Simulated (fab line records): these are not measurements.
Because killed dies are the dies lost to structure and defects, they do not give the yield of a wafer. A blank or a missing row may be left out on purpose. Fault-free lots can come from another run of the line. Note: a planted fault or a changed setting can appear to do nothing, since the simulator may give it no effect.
Which of the tools did it? || flow n5Finfet || 72 wafers from 24 lots sampled at 5 of the route's 1938 steps

== WHAT THE GAUGES READ, wafer by wafer ==
N5_BEOL_M1_CD_MEAS_28: target cd y 23.3 nm.
{"lot": "L075", "measured": "day 6 23:22", "on": "cdSem-01", "cdNm (nm)": "23.94 24.21 23.98"}
{"lot": "L077", "measured": "day 7 08:59", "on": "cdSem-02", "cdNm (nm)": "24.17 24.04 24.18"}
{"lot": "L078", "measured": "day 7 10:35", "on": "cdSem-01", "cdNm (nm)": "23.75 24.44 24.07"}
{"lot": "L079", "measured": "day 7 11:06", "on": "cdSem-01", "cdNm (nm)": "23.80 24.02 24.15"}
{"lot": "L074", "measured": "day 7 11:46", "on": "cdSem-03", "cdNm (nm)": "23.97 24.30 24.13"}
{"lot": "L076", "measured": "day 7 13:38", "on": "cdSem-03", "cdNm (nm)": "24.20 24.19 23.74"}
{"lot": "L080", "measured": "day 7 14:41", "on": "cdSem-02", "cdNm (nm)": "24.21 23.99 23.95"}
{"lot": "L081", "measured": "day 8 05:32", "on": "cdSem-03", "cdNm (nm)": "24.25 23.95 24.36"}
{"lot": "L082", "measured": "day 8 05:36", "on": "cdSem-01", "cdNm (nm)": "24.11 23.65 23.89"}
{"lot": "L084", "measured": "day 8 15:10", "on": "cdSem-03", "cdNm (nm)": "24.14 23.96 24.34"}
{"lot": "L083", "measured": "day 8 15:27", "on": "cdSem-01", "cdNm (nm)": "24.30 24.38 24.45"}
{"lot": "L085", "measured": "day 9 06:24", "on": "cdSem-03", "cdNm (nm)": "24.26 23.97 24.19"}
{"lot": "L087", "measured": "day 9 16:28", "on": "cdSem-01", "cdNm (nm)": "24.00 23.74 23.96"}
{"lot": "L088", "measured": "day 9 20:08", "on": "cdSem-03", "cdNm (nm)": "23.78 24.07 23.77"}
{"lot": "L086", "measured": "day 9 22:10", "on": "cdSem-01", "cdNm (nm)": "24.15 24.04 24.13"}
{"lot": "L089", "measured": "day 10 01:54", "on": "cdSem-01", "cdNm (nm)": "24.26 23.80 23.94"}
{"lot": "L090", "measured": "day 10 06:50", "on": "cdSem-03", "cdNm (nm)": "24.09 24.32 24.08"}
{"lot": "L091", "measured": "day 10 22:04", "on": "cdSem-03", "cdNm (nm)": "23.44 23.73 23.86"}
{"lot": "L092", "measured": "day 11 01:53", "on": "cdSem-01", "cdNm (nm)": "23.65 23.38 23.90"}
{"lot": "L093", "measured": "day 11 08:17", "on": "cdSem-02", "cdNm (nm)": "23.42 23.23 23.61"}
{"lot": "L094", "measured": "day 11 15:41", "on": "cdSem-02", "cdNm (nm)": "23.46 23.29 24.15"}
{"lot": "L095", "measured": "day 11 20:27", "on": "cdSem-03", "cdNm (nm)": "24.09 23.87 23.90"}
{"lot": "L096", "measured": "day 12 01:53", "on": "cdSem-02", "cdNm (nm)": "24.15 24.30 23.84"}
{"lot": "L097", "measured": "day 12 05:35", "on": "cdSem-01", "cdNm (nm)": "24.27 24.17 24.09"}

== TOOL THAT RAN EACH LOT (tool first, then ch and the chambers of the sampled wafers, then the start) ==
{"lot": "L075", "N5_BEOL_M0_HM_OPEN_105": "rieMetal-01 ch 1, day 6 11:39", "N5_BEOL_M0_DEGAS_112": "pvdSputter-03, day 6 13:26", "N5_BEOL_M0_SPUTTER_141": "pvdSputter-01, day 6 18:25", "N5_BEOL_M1_HM_DEP_02": "pvdSputter-03, day 6 21:31"}
{"lot": "L077", "N5_BEOL_M0_HM_OPEN_105": "rieMetal-01 ch 1, day 7 00:31", "N5_BEOL_M0_DEGAS_112": "pvdSputter-02, day 7 02:04", "N5_BEOL_M0_SPUTTER_141": "pvdSputter-02, day 7 03:03", "N5_BEOL_M1_HM_DEP_02": "pvdSputter-02, day 7 05:44"}
{"lot": "L078", "N5_BEOL_M0_HM_OPEN_105": "rieMetal-01 ch 1, day 7 01:07", "N5_BEOL_M0_DEGAS_112": "pvdSputter-02, day 7 03:08", "N5_BEOL_M0_SPUTTER_141": "pvdSputter-02, day 7 04:05", "N5_BEOL_M1_HM_DEP_02": "pvdSputter-01, day 7 06:29"}
{"lot": "L079", "N5_BEOL_M0_HM_OPEN_105": "rieMetal-02 ch 0, day 7 02:11", "N5_BEOL_M0_DEGAS_112": "pvdSputter-01, day 7 03:16", "N5_BEOL_M0_SPUTTER_141": "pvdSputter-03, day 7 04:26", "N5_BEOL_M1_HM_DEP_02": "pvdSputter-03, day 7 07:44"}
{"lot": "L074", "N5_BEOL_M0_HM_OPEN_105": "rieMetal-01 ch 1, day 7 02:37", "N5_BEOL_M0_DEGAS_112": "pvdSputter-02, day 7 04:14", "N5_BEOL_M0_SPUTTER_141": "pvdSputter-02, day 7 05:13", "N5_BEOL_M1_HM_DEP_02": "pvdSputter-03, day 7 08:28"}
{"lot": "L076", "N5_BEOL_M0_HM_OPEN_105": "rieMetal-03 ch 1, day 7 02:59", "N5_BEOL_M0_DEGAS_112": "pvdSputter-02, day 7 04:19", "N5_BEOL_M0_SPUTTER_141": "pvdSputter-03, day 7 05:14", "N5_BEOL_M1_HM_DEP_02": "pvdSputter-01, day 7 08:31"}
{"lot": "L080", "N5_BEOL_M0_HM_OPEN_105": "rieMetal-03 ch 0,1, day 7 08:03", "N5_BEOL_M0_DEGAS_112": "pvdSputter-03, day 7 09:31", "N5_BEOL_M0_SPUTTER_141": "pvdSputter-03, day 7 10:38", "N5_BEOL_M1_HM_DEP_02": "pvdSputter-03, day 7 12:26"}
{"lot": "L081", "N5_BEOL_M0_HM_OPEN_105": "rieMetal-03 ch 0,1, day 7 21:19", "N5_BEOL_M0_DEGAS_112": "pvdSputter-01, day 8 00:25", "N5_BEOL_M0_SPUTTER_141": "pvdSputter-01, day 8 01:56", "N5_BEOL_M1_HM_DEP_02": "pvdSputter-02, day 8 03:56"}
{"lot": "L082", "N5_BEOL_M0_HM_OPEN_105": "rieMetal-01 ch 0,1, day 7 21:22", "N5_BEOL_M0_DEGAS_112": "pvdSputter-01, day 8 00:34", "N5_BEOL_M0_SPUTTER_141": "pvdSputter-01, day 8 02:27", "N5_BEOL_M1_HM_DEP_02": "pvdSputter-03, day 8 04:04"}
{"lot": "L084", "N5_BEOL_M0_HM_OPEN_105": "rieMetal-01 ch 0,1, day 8 06:11", "N5_BEOL_M0_DEGAS_112": "pvdSputter-02, day 8 08:06", "N5_BEOL_M0_SPUTTER_141": "pvdSputter-01, day 8 10:30", "N5_BEOL_M1_HM_DEP_02": "pvdSputter-01, day 8 13:54"}
{"lot": "L083", "N5_BEOL_M0_HM_OPEN_105": "rieMetal-02 ch 0, day 8 06:14", "N5_BEOL_M0_DEGAS_112": "pvdSputter-03, day 8 09:52", "N5_BEOL_M0_SPUTTER_141": "pvdSputter-01, day 8 10:56", "N5_BEOL_M1_HM_DEP_02": "pvdSputter-03, day 8 13:55"}
{"lot": "L085", "N5_BEOL_M0_HM_OPEN_105": "rieMetal-03 ch 0,1, day 8 22:26", "N5_BEOL_M0_DEGAS_112": "pvdSputter-03, day 9 01:05", "N5_BEOL_M0_SPUTTER_141": "pvdSputter-01, day 9 02:10", "N5_BEOL_M1_HM_DEP_02": "pvdSputter-01, day 9 04:40"}
{"lot": "L087", "N5_BEOL_M0_HM_OPEN_105": "rieMetal-02 ch 0,1, day 9 07:49", "N5_BEOL_M0_DEGAS_112": "pvdSputter-03, day 9 10:28", "N5_BEOL_M0_SPUTTER_141": "pvdSputter-03, day 9 11:47", "N5_BEOL_M1_HM_DEP_02": "pvdSputter-01, day 9 14:22"}
{"lot": "L088", "N5_BEOL_M0_HM_OPEN_105": "rieMetal-03 ch 0,1, day 9 11:37", "N5_BEOL_M0_DEGAS_112": "pvdSputter-01, day 9 14:28", "N5_BEOL_M0_SPUTTER_141": "pvdSputter-01, day 9 15:28", "N5_BEOL_M1_HM_DEP_02": "pvdSputter-02, day 9 17:53"}
{"lot": "L086", "N5_BEOL_M0_HM_OPEN_105": "rieMetal-02 ch 0,1, day 9 13:50", "N5_BEOL_M0_DEGAS_112": "pvdSputter-02, day 9 17:29", "N5_BEOL_M0_SPUTTER_141": "pvdSputter-01, day 9 18:27", "N5_BEOL_M1_HM_DEP_02": "pvdSputter-01, day 9 20:25"}
{"lot": "L089", "N5_BEOL_M0_HM_OPEN_105": "rieMetal-02 ch 0,1, day 9 17:21", "N5_BEOL_M0_DEGAS_112": "pvdSputter-01, day 9 19:08", "N5_BEOL_M0_SPUTTER_141": "pvdSputter-01, day 9 20:20", "N5_BEOL_M1_HM_DEP_02": "pvdSputter-01, day 9 23:09"}
{"lot": "L090", "N5_BEOL_M0_HM_OPEN_105": "rieMetal-02 ch 0,1, day 9 22:35", "N5_BEOL_M0_DEGAS_112": "pvdSputter-01, day 10 02:02", "N5_BEOL_M0_SPUTTER_141": "pvdSputter-03, day 10 02:59", "N5_BEOL_M1_HM_DEP_02": "pvdSputter-02, day 10 04:50"}
{"lot": "L091", "N5_BEOL_M0_HM_OPEN_105": "rieMetal-02 ch 0,1, day 10 11:53", "N5_BEOL_M0_DEGAS_112": "pvdSputter-02, day 10 14:30", "N5_BEOL_M0_SPUTTER_141": "pvdSputter-03, day 10 15:35", "N5_BEOL_M1_HM_DEP_02": "pvdSputter-02, day 10 20:35"}
{"lot": "L092", "N5_BEOL_M0_HM_OPEN_105": "rieMetal-02 ch 0,1, day 10 20:02", "N5_BEOL_M0_DEGAS_112": "pvdSputter-03, day 10 21:22", "N5_BEOL_M0_SPUTTER_141": "pvdSputter-01, day 10 22:40", "N5_BEOL_M1_HM_DEP_02": "pvdSputter-03, day 11 00:29"}
{"lot": "L093", "N5_BEOL_M0_HM_OPEN_105": "rieMetal-03 ch 0,1, day 11 00:44", "N5_BEOL_M0_DEGAS_112": "pvdSputter-02, day 11 03:37", "N5_BEOL_M0_SPUTTER_141": "pvdSputter-02, day 11 04:49", "N5_BEOL_M1_HM_DEP_02": "pvdSputter-03, day 11 06:56"}
{"lot": "L094", "N5_BEOL_M0_HM_OPEN_105": "rieMetal-03 ch 0,1, day 11 09:34", "N5_BEOL_M0_DEGAS_112": "pvdSputter-03, day 11 11:17", "N5_BEOL_M0_SPUTTER_141": "pvdSputter-01, day 11 12:31", "N5_BEOL_M1_HM_DEP_02": "pvdSputter-03, day 11 14:18"}
{"lot": "L095", "N5_BEOL_M0_HM_OPEN_105": "rieMetal-03 ch 0,1, day 11 12:45", "N5_BEOL_M0_DEGAS_112": "pvdSputter-01, day 11 14:17", "N5_BEOL_M0_SPUTTER_141": "pvdSputter-03, day 11 16:55", "N5_BEOL_M1_HM_DEP_02": "pvdSputter-02, day 11 18:32"}
{"lot": "L096", "N5_BEOL_M0_HM_OPEN_105": "rieMetal-03 ch 0,1, day 11 17:33", "N5_BEOL_M0_DEGAS_112": "pvdSputter-02, day 11 18:59", "N5_BEOL_M0_SPUTTER_141": "pvdSputter-02, day 11 21:43", "N5_BEOL_M1_HM_DEP_02": "pvdSputter-02, day 12 00:26"}
{"lot": "L097", "N5_BEOL_M0_HM_OPEN_105": "rieMetal-02 ch 0, day 11 21:22", "N5_BEOL_M0_DEGAS_112": "pvdSputter-02, day 12 00:15", "N5_BEOL_M0_SPUTTER_141": "pvdSputter-03, day 12 01:25", "N5_BEOL_M1_HM_DEP_02": "pvdSputter-03, day 12 04:11"}
- N5_BEOL_M0_HM_OPEN_105: chemistry Cl2/BCl3, target TiN, target depth 12 nm.
- N5_BEOL_M0_DEGAS_112: time 60 s.
- N5_BEOL_M0_SPUTTER_141: material Cu, target thk 4 nm, time 7.37 s.
- N5_BEOL_M1_HM_DEP_02: deposits TiN, target thk 20 nm.

== WHAT THE TOOLS THEMSELVES READ (means of the sampled wafers that have a number; where no wafer has one, the mark that the record gives instead) ==
N5_BEOL_M0_HM_OPEN_105.
{"lot": "L075", "tool": "rieMetal-01", "drypumpMotorCurrentA (A)": 4.9, "oesProductAu (a.u.)": 0.83, "throttleValvePct (%)": 21.69}
{"lot": "L077", "tool": "rieMetal-01", "drypumpMotorCurrentA (A)": 4.9, "oesProductAu (a.u.)": 0.82, "throttleValvePct (%)": 21.69}
{"lot": "L078", "tool": "rieMetal-01", "drypumpMotorCurrentA (A)": 4.9, "oesProductAu (a.u.)": 0.82, "throttleValvePct (%)": 21.68}
{"lot": "L079", "tool": "rieMetal-02", "drypumpMotorCurrentA (A)": 5.8, "oesProductAu (a.u.)": 0.70, "throttleValvePct (%)": 21.70}
{"lot": "L074", "tool": "rieMetal-01", "drypumpMotorCurrentA (A)": 4.9, "oesProductAu (a.u.)": 0.82, "throttleValvePct (%)": 21.69}
{"lot": "L076", "tool": "rieMetal-03", "drypumpMotorCurrentA (A)": 5.5, "oesProductAu (a.u.)": 0.75, "throttleValvePct (%)": 22.30}
{"lot": "L080", "tool": "rieMetal-03", "drypumpMotorCurrentA (A)": 5.9, "oesProductAu (a.u.)": 0.69, "throttleValvePct (%)": 21.98}
{"lot": "L081", "tool": "rieMetal-03", "drypumpMotorCurrentA (A)": 5.9, "oesProductAu (a.u.)": 0.69, "throttleValvePct (%)": 21.98}
{"lot": "L082", "tool": "rieMetal-01", "drypumpMotorCurrentA (A)": 5.5, "oesProductAu (a.u.)": 0.90, "throttleValvePct (%)": 21.70}
{"lot": "L084", "tool": "rieMetal-01", "drypumpMotorCurrentA (A)": 5.2, "oesProductAu (a.u.)": 0.84, "throttleValvePct (%)": 21.72}
{"lot": "L083", "tool": "rieMetal-02", "drypumpMotorCurrentA (A)": 5.8, "oesProductAu (a.u.)": 0.68, "throttleValvePct (%)": 21.70}
{"lot": "L085", "tool": "rieMetal-03", "drypumpMotorCurrentA (A)": 5.7, "oesProductAu (a.u.)": 0.70, "throttleValvePct (%)": 22.16}
{"lot": "L087", "tool": "rieMetal-02", "drypumpMotorCurrentA (A)": 5.9, "oesProductAu (a.u.)": 0.76, "throttleValvePct (%)": 21.75}
{"lot": "L088", "tool": "rieMetal-03", "drypumpMotorCurrentA (A)": 5.9, "oesProductAu (a.u.)": 0.67, "throttleValvePct (%)": 22.00}
{"lot": "L086", "tool": "rieMetal-02", "drypumpMotorCurrentA (A)": 5.9, "oesProductAu (a.u.)": 0.84, "throttleValvePct (%)": 21.80}
{"lot": "L089", "tool": "rieMetal-02", "drypumpMotorCurrentA (A)": 5.9, "oesProductAu (a.u.)": 0.76, "throttleValvePct (%)": 21.76}
{"lot": "L090", "tool": "rieMetal-02", "drypumpMotorCurrentA (A)": 5.9, "oesProductAu (a.u.)": 0.76, "throttleValvePct (%)": 21.76}
{"lot": "L091", "tool": "rieMetal-02", "drypumpMotorCurrentA (A)": 5.9, "oesProductAu (a.u.)": 0.75, "throttleValvePct (%)": 21.75}
{"lot": "L092", "tool": "rieMetal-02", "drypumpMotorCurrentA (A)": 5.9, "oesProductAu (a.u.)": 0.74, "throttleValvePct (%)": 21.77}
{"lot": "L093", "tool": "rieMetal-03", "drypumpMotorCurrentA (A)": 5.7, "oesProductAu (a.u.)": 0.69, "throttleValvePct (%)": 22.16}
{"lot": "L094", "tool": "rieMetal-03", "drypumpMotorCurrentA (A)": 5.9, "oesProductAu (a.u.)": 0.66, "throttleValvePct (%)": 22.01}
{"lot": "L095", "tool": "rieMetal-03", "drypumpMotorCurrentA (A)": 5.7, "oesProductAu (a.u.)": 0.70, "throttleValvePct (%)": 22.16}
{"lot": "L096", "tool": "rieMetal-03", "drypumpMotorCurrentA (A)": 5.7, "oesProductAu (a.u.)": 0.69, "throttleValvePct (%)": 22.17}
{"lot": "L097", "tool": "rieMetal-02", "drypumpMotorCurrentA (A)": 5.8, "oesProductAu (a.u.)": 0.66, "throttleValvePct (%)": 21.74}

N5_BEOL_M0_DEGAS_112.
{"lot": "L075", "tool": "pvdSputter-03", "heaterPowerW (W)": 345}
{"lot": "L077", "tool": "pvdSputter-02", "heaterPowerW (W)": 324}
{"lot": "L078", "tool": "pvdSputter-02", "heaterPowerW (W)": 336}
{"lot": "L079", "tool": "pvdSputter-01", "heaterPowerW (W)": 336}
{"lot": "L074", "tool": "pvdSputter-02", "heaterPowerW (W)": 349}
{"lot": "L076", "tool": "pvdSputter-02", "heaterPowerW (W)": 340}
{"lot": "L080", "tool": "pvdSputter-03", "heaterPowerW (W)": 350}
{"lot": "L081", "tool": "pvdSputter-01", "heaterPowerW (W)": 366}
{"lot": "L082", "tool": "pvdSputter-01", "heaterPowerW (W)": 317}
{"lot": "L084", "tool": "pvdSputter-02", "heaterPowerW (W)": 362}
{"lot": "L083", "tool": "pvdSputter-03", "heaterPowerW (W)": 319}
{"lot": "L085", "tool": "pvdSputter-03", "heaterPowerW (W)": 321}
{"lot": "L087", "tool": "pvdSputter-03", "heaterPowerW (W)": 339}
{"lot": "L088", "tool": "pvdSputter-01", "heaterPowerW (W)": 319}
{"lot": "L086", "tool": "pvdSputter-02", "heaterPowerW (W)": 339}
{"lot": "L089", "tool": "pvdSputter-01", "heaterPowerW (W)": 319}
{"lot": "L090", "tool": "pvdSputter-01", "heaterPowerW (W)": 336}
{"lot": "L091", "tool": "pvdSputter-02", "heaterPowerW (W)": 335}
{"lot": "L092", "tool": "pvdSputter-03", "heaterPowerW (W)": 341}
{"lot": "L093", "tool": "pvdSputter-02", "heaterPowerW (W)": 336}
{"lot": "L094", "tool": "pvdSputter-03", "heaterPowerW (W)": 352}
{"lot": "L095", "tool": "pvdSputter-01", "heaterPowerW (W)": 319}
{"lot": "L096", "tool": "pvdSputter-02", "heaterPowerW (W)": 369}
{"lot": "L097", "tool": "pvdSputter-02", "heaterPowerW (W)": 359}

N5_BEOL_M0_SPUTTER_141.
{"lot": "L075", "tool": "pvdSputter-01", "chuckGasFlowSccm (sccm)": 1.31, "throttleValvePct (%)": 29.1}
{"lot": "L077", "tool": "pvdSputter-02", "chuckGasFlowSccm (sccm)": 1.27, "throttleValvePct (%)": 30.1}
{"lot": "L078", "tool": "pvdSputter-02", "chuckGasFlowSccm (sccm)": 1.24, "throttleValvePct (%)": 30.9}
{"lot": "L079", "tool": "pvdSputter-03", "chuckGasFlowSccm (sccm)": 1.30, "throttleValvePct (%)": 30.2}
{"lot": "L074", "tool": "pvdSputter-02", "chuckGasFlowSccm (sccm)": 1.25, "throttleValvePct (%)": 30.7}
{"lot": "L076", "tool": "pvdSputter-03", "chuckGasFlowSccm (sccm)": 1.27, "throttleValvePct (%)": 30.5}
{"lot": "L080", "tool": "pvdSputter-03", "chuckGasFlowSccm (sccm)": 1.25, "throttleValvePct (%)": 30.2}
{"lot": "L081", "tool": "pvdSputter-01", "chuckGasFlowSccm (sccm)": 1.27, "throttleValvePct (%)": 29.5}
{"lot": "L082", "tool": "pvdSputter-01", "chuckGasFlowSccm (sccm)": 1.28, "throttleValvePct (%)": 28.9}
{"lot": "L084", "tool": "pvdSputter-01", "chuckGasFlowSccm (sccm)": 1.32, "throttleValvePct (%)": 28.4}
{"lot": "L083", "tool": "pvdSputter-01", "chuckGasFlowSccm (sccm)": 1.26, "throttleValvePct (%)": 29.0}
{"lot": "L085", "tool": "pvdSputter-01", "chuckGasFlowSccm (sccm)": 1.26, "throttleValvePct (%)": 28.7}
{"lot": "L087", "tool": "pvdSputter-03", "chuckGasFlowSccm (sccm)": 1.28, "throttleValvePct (%)": 30.3}
{"lot": "L088", "tool": "pvdSputter-01", "chuckGasFlowSccm (sccm)": 1.21, "throttleValvePct (%)": 29.0}
{"lot": "L086", "tool": "pvdSputter-01", "chuckGasFlowSccm (sccm)": 1.30, "throttleValvePct (%)": 28.2}
{"lot": "L089", "tool": "pvdSputter-01", "chuckGasFlowSccm (sccm)": 1.29, "throttleValvePct (%)": 28.1}
{"lot": "L090", "tool": "pvdSputter-03", "chuckGasFlowSccm (sccm)": 1.22, "throttleValvePct (%)": 30.3}
{"lot": "L091", "tool": "pvdSputter-03", "chuckGasFlowSccm (sccm)": 1.22, "throttleValvePct (%)": 30.1}
{"lot": "L092", "tool": "pvdSputter-01", "chuckGasFlowSccm (sccm)": 1.30, "throttleValvePct (%)": 29.1}
{"lot": "L093", "tool": "pvdSputter-02", "chuckGasFlowSccm (sccm)": 1.27, "throttleValvePct (%)": 30.4}
{"lot": "L094", "tool": "pvdSputter-01", "chuckGasFlowSccm (sccm)": 1.26, "throttleValvePct (%)": 28.4}
{"lot": "L095", "tool": "pvdSputter-03", "chuckGasFlowSccm (sccm)": 1.26, "throttleValvePct (%)": 30.0}
{"lot": "L096", "tool": "pvdSputter-02", "chuckGasFlowSccm (sccm)": 1.21, "throttleValvePct (%)": 30.5}
{"lot": "L097", "tool": "pvdSputter-03", "chuckGasFlowSccm (sccm)": 1.28, "throttleValvePct (%)": 30.2}

N5_BEOL_M1_HM_DEP_02.
{"lot": "L075", "tool": "pvdSputter-03", "throttleValvePct (%)": 30.3}
{"lot": "L077", "tool": "pvdSputter-02", "throttleValvePct (%)": 31.0}
{"lot": "L078", "tool": "pvdSputter-01", "throttleValvePct (%)": 28.4}
{"lot": "L079", "tool": "pvdSputter-03", "throttleValvePct (%)": 30.3}
{"lot": "L074", "tool": "pvdSputter-03", "throttleValvePct (%)": 29.9}
{"lot": "L076", "tool": "pvdSputter-01", "throttleValvePct (%)": 28.6}
{"lot": "L080", "tool": "pvdSputter-03", "throttleValvePct (%)": 30.3}
{"lot": "L081", "tool": "pvdSputter-02", "throttleValvePct (%)": 30.9}
{"lot": "L082", "tool": "pvdSputter-03", "throttleValvePct (%)": 30.2}
{"lot": "L084", "tool": "pvdSputter-01", "throttleValvePct (%)": 29.2}
{"lot": "L083", "tool": "pvdSputter-03", "throttleValvePct (%)": 29.5}
{"lot": "L085", "tool": "pvdSputter-01", "throttleValvePct (%)": 30.3}
{"lot": "L087", "tool": "pvdSputter-01", "throttleValvePct (%)": 28.8}
{"lot": "L088", "tool": "pvdSputter-02", "throttleValvePct (%)": 30.4}
{"lot": "L086", "tool": "pvdSputter-01", "throttleValvePct (%)": 29.5}
{"lot": "L089", "tool": "pvdSputter-01", "throttleValvePct (%)": 28.3}
{"lot": "L090", "tool": "pvdSputter-02", "throttleValvePct (%)": 30.5}
{"lot": "L091", "tool": "pvdSputter-02", "throttleValvePct (%)": 30.8}
{"lot": "L092", "tool": "pvdSputter-03", "throttleValvePct (%)": 30.2}
{"lot": "L093", "tool": "pvdSputter-03", "throttleValvePct (%)": 30.3}
{"lot": "L094", "tool": "pvdSputter-03", "throttleValvePct (%)": 29.6}
{"lot": "L095", "tool": "pvdSputter-02", "throttleValvePct (%)": 30.3}
{"lot": "L096", "tool": "pvdSputter-02", "throttleValvePct (%)": 30.6}
{"lot": "L097", "tool": "pvdSputter-03", "throttleValvePct (%)": 29.7}

== THE ANSWER, worked out from the rows above alone ==
Rule: the lots themselves supply what counts as usual. The widest of any qualifying gaps counts: lots, ordered by their means at a reading, are off when they make up no more than a third of the lots, leave a main group of 4 or more, and stand apart from it by 3 or more times the standard deviation of that group's means. The tables above print the reading to a certain number of digits; a main group whose means all agree to those digits is not used. A lot without any number at a reading at which 4 lots or more have one is off too. All remaining lots with rows at the step are treated as sound. First the gauges in route order, then the tools' own readings, where a lot's mean is used as printed above. At the first step where some lot is off, the reading lying furthest off is the one used; lots without a number count as furthest.
None of the lots is off at any reading shown; this tells nothing.

== WHAT THE SIMULATOR HAD PUT IN ==
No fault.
